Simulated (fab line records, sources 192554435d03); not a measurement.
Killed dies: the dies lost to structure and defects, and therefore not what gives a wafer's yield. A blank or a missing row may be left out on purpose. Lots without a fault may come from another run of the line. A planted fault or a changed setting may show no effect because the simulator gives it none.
Comparing a struck lot with a sound one | flow n5Finfet | 16 out of 1938 route steps
Sound: these wafers, L732.1, L732.3, L732.6. Struck: wafer L746.3. (L746.5 of the same lot was not struck and is left out.) The cause comes at the end.
Per side, at each step with rows, come the tool, then ch with its chambers, and then its first start. Under that, the readings that differ: sound wafers | struck wafers | difference of the means | sigmas: that difference in standard deviations of wafers without a fault.
alike: words and numbers the same on both sides, and readings whose means are apart by under 2 such deviations; not compared: readings that were withheld, readings missing a value for some wafer, numbers with overlapping values and no deviation given by the record, and bounds like >300 which may hide the same value.
Wherever a step has rows on one side only, a row that says differs or no value, or a row with sigmas, the two part there. Non-overlapping numbers with no deviation appear without sigmas and do not part them. A reading that every wafer of one side lacks parts them only if that side has two wafers or more.

first, 1 step without rows for these wafers: N5_SD_EPI_N_STRIP_47 (strips in CHF3/O2).
N5_SD_EPI_N_SD_RECESS_17: chemistry HBr/Cl2/O2, target depth 41 nm, time 23.7 s, bt time 3 s.
  sound on rieSi-04 ch 2,3, day 4 23:45; struck on rieSi-06 ch 1, day 8 07:11
  alike: drypumpMotorCurrentA, oesProductAu, throttleValvePct
  not compared: rfHoursCounterH
N5_SD_EPI_N_STRIP_38: strips in N2/H2.
  sound on plasmaAsher-01 ch 0,1, day 4 23:50; struck on plasmaAsher-02 ch 0, day 8 07:19
reading          | sound       | struck | difference | sigmas
heaterPowerW (W) | 326 350 330 | 360    | +25        | +2
  alike: drypumpMotorCurrentA, oesProductAu
  not compared: rfHoursCounterH
then, 4 steps without rows for these wafers: N5_SD_EPI_N_WET_ETCH_43 (etches SiO2 in dHF, time 14 s, target depth 1.5 nm); N5_SD_EPI_N_STRIP_18 (strips in SPM, time 750 s); N5_SD_EPI_N_SRD_20 (time 30 s); N5_SD_EPI_N_PRECLEAN_48 (cleans in NF3:NH3, afs cycles 2, time 20 s, sublimation time 60 s).
N5_SD_EPI_N_VAPOR_ETCH_50: etches Si in HCl, time 54 s.
  sound on epiRpcvd-02 ch 0, day 5 00:33; struck on epiRpcvd-04 ch 0, day 8 08:04
  alike: lampInnerPct, susceptorTempC, throttleValvePct
then, 1 step without rows for these wafers: N5_SD_EPI_N_EPI_21 (deposits Si:P, time 690 s).
N5_SD_EPI_N_EPI_MEAS_23:
  struck on filmMetro-01, day 8 09:55; sound on filmMetro-01, day 5 02:27
  alike: thkNm
then, 2 steps without rows for these wafers: N5_SD_EPI_N_PRECLEAN_24 (cleans in O3/DIW, time 60 s); N5_SD_EPI_N_SRD_25 (time 30 s).
N5_SD_EPI_N_PRECLEAN_49: cleans in NF3:NH3, afs cycles 1, time 20 s, sublimation time 60 s.
  sound on remotePlasma-01 ch 1, day 5 02:33; struck on remotePlasma-01 ch 0, day 8 10:04
reading   | sound    | struck | difference | sigmas
timeS (s) | 20 20 20 | 12.005 | -7.995     | 
  alike: sublimationTempC
N5_SD_EPI_N_LINER_46: material SiNx, target thk 3 nm.
  sound on aldSin-03 ch 0,3, day 5 03:15; struck on aldSin-03 ch 2, day 8 10:13
  alike: heaterPowerW, susceptorTempC
-- the record jumps here: 5 days lie between the struck wafers' starts before and after (it left off in module SD_EPI_N and takes up again in module BEOL_M4, whose first step shown is number 1111 of the route) --
N5_BEOL_M4_RC_MEAS_101:
  sound on prober-01 ch 0, day 9 17:04; struck on prober-01 ch 0, day 13 00:06
  alike: DIBL_N, DIBL_P, IOFF_N, IOFF_P, ION_N, ION_P, SS_N, SS_P, VT_N, VT_P
next, for these wafers, 1 step has no rows: N5_PASSIVATION_PROBE_49.

== WHERE THEY PART ==
Only at N5_SD_EPI_N_STRIP_38, as far as this record shows. Later steps at which nothing parts them and some readings are alike: N5_SD_EPI_N_VAPOR_ETCH_50, N5_SD_EPI_N_EPI_MEAS_23, N5_SD_EPI_N_PRECLEAN_49, N5_SD_EPI_N_LINER_46, N5_BEOL_M4_RC_MEAS_101.

WHY: what the simulator had put in
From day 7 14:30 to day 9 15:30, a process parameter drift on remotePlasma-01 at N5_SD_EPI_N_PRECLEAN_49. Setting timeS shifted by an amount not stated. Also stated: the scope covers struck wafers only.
